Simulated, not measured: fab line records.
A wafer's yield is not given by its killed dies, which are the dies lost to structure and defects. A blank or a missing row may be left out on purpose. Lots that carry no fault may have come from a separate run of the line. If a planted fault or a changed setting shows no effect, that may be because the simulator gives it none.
A struck lot beside a sound one :: flow n5-finfet :: 34 steps out of a route of 1938
Sound: wafers L190.3, L190.4, L190.6. Struck: wafer L176.3. (L176.4, L176.6 of the same lot were not struck and are left out.) The cause comes at the end.
Per side, at each step with rows, come the tool, then ch with its chambers, and then its first start. Under that, the readings that differ: sound wafers :: struck wafers :: difference of the means :: sigmas: that difference in standard deviations of wafers without a fault.
alike: readings with means less than 2 such deviations apart, plus words and numbers identical on both sides. not compared: withheld readings, readings lacking a value on some wafer, bounds such as >300 that could conceal the same value, and numbers that have no deviation in the record and whose values overlap.
Wherever a step has rows on one side only, a row that says differs or no value, or a row with sigmas, the two part there. When numbers do not overlap yet have no deviation, they are printed without sigmas and do not part them. A reading that every wafer of one side lacks parts them only if that side has two wafers or more.

first, 9 steps without rows for these wafers: N5_SD_EPI_P_DEVELOP_08 (develop time 30 s); N5_SD_EPI_P_DESCUM_14 (chemistry O2, time 7.9 s); N5_SD_EPI_P_ETCH_36 (etches SiARC in CF4, target depth 45.5 nm, time 75.8 s); N5_SD_EPI_P_ETCH_37 (etches SOC in N2/H2, overetch 108 nm, time 486 s); N5_SD_EPI_P_STRIP_38 (strips in N2/H2); N5_SD_EPI_P_ETCHBACK_46 (etches SiNx in CH3F/O2, stops on SiO2, target depth 17.5 nm); N5_SD_EPI_P_ETCH_47 (etches SiOCN in CH3F/O2, target depth 25 nm); N5_SD_EPI_P_ETCH_16 (etches SiO2 in CHF3/O2, target depth 5 nm); N5_SD_EPI_P_STRIP_50 (strips in CHF3/O2).
N5_SD_EPI_P_SD_RECESS_17: chemistry HBr/Cl2/O2, target depth 39.1 nm, bt time 3 s.
  sound on rie-si-02 ch 0,1,3, day 8 20:22; struck on rie-si-01 ch 2, day 5 06:33
reading: model.SD_EPI_P.feature-depth-nm (nm)
sound: 38.4 38.2 39.4
struck: 30.8
difference: -7.9
sigmas: 

reading: model.etch.depth-nm (nm)
sound: 38.46 38.25 39.34
struck: 30.71
difference: -7.97
sigmas: 
  alike: drypump-motor-current-A, oes-product-au, throttle-valve-pct
  not compared: rf-hours-counter-h
then, 22 steps without rows for these wafers: N5_SD_EPI_P_WET_ETCH_45 (etches SiO2 in dHF, time 10.7 s, target depth 2 nm, rinse time 30 s); N5_SD_EPI_P_STRIP_40 (strips in N2/H2); N5_SD_EPI_P_PRECLEAN_52 (cleans in O3/DIW, time 60 s); N5_SD_EPI_P_SRD_20 (time 30 s); N5_SD_EPI_P_PRECLEAN_51 (cleans in NF3:NH3, afs cycles 1, time 20 s, sublimation time 60 s); N5_SD_EPI_P_VAPOR_ETCH_44 (etches SiGe30 in NF3/Ar, time 3.3 s); N5_SD_EPI_P_EPI_21 (deposits SiGe:B, time 355 s); N5_SD_EPI_P_HM_STRIP_48 (strips SiNx in H3PO4, material SiNx, target depth 3 nm); N5_SD_EPI_P_SRD_49 (time 30 s); N5_SD_EPI_P_PRECLEAN_24 (cleans in O3/DIW, time 45 s); N5_SD_EPI_P_PRECLEAN_32 (cleans in dHF, time 10 s); N5_SD_EPI_P_PRECLEAN_33 (cleans in SC2, time 45 s); N5_SD_EPI_P_SRD_25 (time 30 s); N5_SD_ACTIVATION_RTA_00 (time 0 s); N5_SD_ACTIVATION_LSA_01 (time 0.0008 s); N5_ILD0_LINER_00 (material SiNx, target thk 4 nm, pulse time 1 s, purge time 2 s); N5_ILD0_FCVD_FILL_01 (material SiO2 flowable, target thk 200 nm, time 328.3 s); N5_ILD0_CURE_02 (time 1800 s); N5_ILD0_CMP_03 (polishes, stops on SiNx, t overpolish 1.9 s, target thk 197.38 nm); N5_ILD0_CMP_07 (polishes SiO2 flowable, stops on poly-Si, t overpolish 1.18 s, target thk 138.88 nm); N5_ILD0_PRECLEAN_10 (cleans in NF3:NH3, afs cycles 5, time 20 s, sublimation time 60 s); N5_ILD0_ALD_15 (deposits SiNx, target thk 24 nm, pulse time 1 s, ald cycles 480).
-- the record jumps here: 4 days lie between the struck wafers' starts before and after (it left off in module ILD0 and takes up again in module BEOL_M4, whose first step shown is number 1111 of the route) --
N5_BEOL_M4_RC_MEAS_101:
  sound on prober-02 ch 0, day 13 19:11; struck on prober-01 ch 0, day 9 12:32
reading: CJ_P
sound: 5.86 5.76 5.76
struck: 3.62
difference: -2.17
sigmas: -14

reading: ION_P (uA/um)
sound: 463 462 471
struck: 421
difference: -44
sigmas: -5

reading: REXT_P (ohm.um)
sound: 99.1 99.5 97.5
struck: 109.1
difference: +10.4
sigmas: +5
  alike: DIBL_N, DIBL_P, IOFF_N, IOFF_P, ION_N, SS_N, SS_P, VT_N, VT_P
-- a jump in the record: the struck wafers' starts before and after are 4 days apart (it breaks off in module BEOL_M4 and resumes in module PASSIVATION, where the first step shown is number 1936 of the route) --
N5_PASSIVATION_PROBE_49:
  sound on prober-01, day 17 21:34; struck on prober-01, day 13 18:39
reading: killed_at_M0_to_M3
sound: 48 37 42
struck: 18
difference: -24
sigmas: -2

reading: killed_at_M4_up
sound: 13 10 34
struck: 6
difference: -13
sigmas: -2

reading: sort_bin_8_speed (%)
sound: 0 0 0
struck: 77.4
difference: +77.4
sigmas: +99 or more

reading: sort-n-pass
sound: 1056 1088 1035
struck: 174
difference: -886
sigmas: -47

reading: sort-yield-pct (%)
sound: 89.5 92.2 87.7
struck: 14.7
difference: -75.1
sigmas: -47
  alike: defect-limited-yield, killed-at-contacts, killed-at-front-end, killed-at-other, killed-dies, killed-on-rim, killed-open, killed-short, sort_bin_5_function, sort_bin_6_memory

## WHERE THEY PART
Last at N5_PASSIVATION_PROBE_49 as far as this record goes, first at N5_BEOL_M4_RC_MEAS_101.

WHY: whatever the simulator had introduced
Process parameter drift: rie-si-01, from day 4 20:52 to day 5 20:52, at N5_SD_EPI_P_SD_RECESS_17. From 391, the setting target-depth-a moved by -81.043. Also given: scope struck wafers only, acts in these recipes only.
